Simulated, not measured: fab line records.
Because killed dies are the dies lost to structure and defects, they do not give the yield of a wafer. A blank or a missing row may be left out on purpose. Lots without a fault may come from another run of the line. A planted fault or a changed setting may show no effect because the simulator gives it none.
Matching of chambers :: flow n5_finfet :: N5_BEOL_M0_CUTY_DESCUM_61 on rie_diel-04: 4 sister chambers
The step chemistry O2, time 7.9 s. 4 wafers are shown with their chamber, then 8 later ones without.

## WAFERS PAIRED WITH THEIR CHAMBERS
wafer: L091.2
chamber: 2
throttle_valve_pct (%): 20.54

wafer: L091.4
chamber: 3
throttle_valve_pct (%): 20.76

wafer: L091.5
chamber: 1
throttle_valve_pct (%): 20.36

wafer: L092.1
chamber: 0
throttle_valve_pct (%): 20.40

## WAFERS WHOSE CHAMBER IS MISSING
wafer: L092.4
throttle_valve_pct (%): 20.38

wafer: L092.6
throttle_valve_pct (%): 20.56

wafer: L093.1
throttle_valve_pct (%): 20.76

wafer: L093.3
throttle_valve_pct (%): 20.37

wafer: L093.5
throttle_valve_pct (%): 20.42

wafer: L097.2
throttle_valve_pct (%): 20.41

wafer: L097.3
throttle_valve_pct (%): 20.42

wafer: L097.6
throttle_valve_pct (%): 20.76

## THE CHAMBER EACH PASSED THROUGH
wafer: L092.4
from the rows above: can't be placed: 0 or 1
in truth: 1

wafer: L092.6
from the rows above: 2
in truth: 2

wafer: L093.1
from the rows above: 3
in truth: 3

wafer: L093.3
from the rows above: can't be placed: 1 or 0
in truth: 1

wafer: L093.5
from the rows above: 0
in truth: 0

wafer: L097.2
from the rows above: 0
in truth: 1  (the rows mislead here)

wafer: L097.3
from the rows above: 0
in truth: 0

wafer: L097.6
from the rows above: 3
in truth: 3
Correct placement for 5 of the 8. From these rows, 2 cannot be placed; in 2 the true chamber is one of the candidates. 1 placed wrongly.
How it was worked out, from the rows above alone: a wafer's distance from a chamber is the root of the sum, over the readings, of the square of ((its reading less the chamber's mean) divided by the reading's scatter). The wafer belongs to the nearest chamber; if the next one is less than 2 further off, it can't be placed. Each chamber's mean is taken over the wafers shown for it. The scatter (one wafer shown for each chamber): square how far every hidden wafer sits from the nearest shown wafer, average those squares and take the square root.
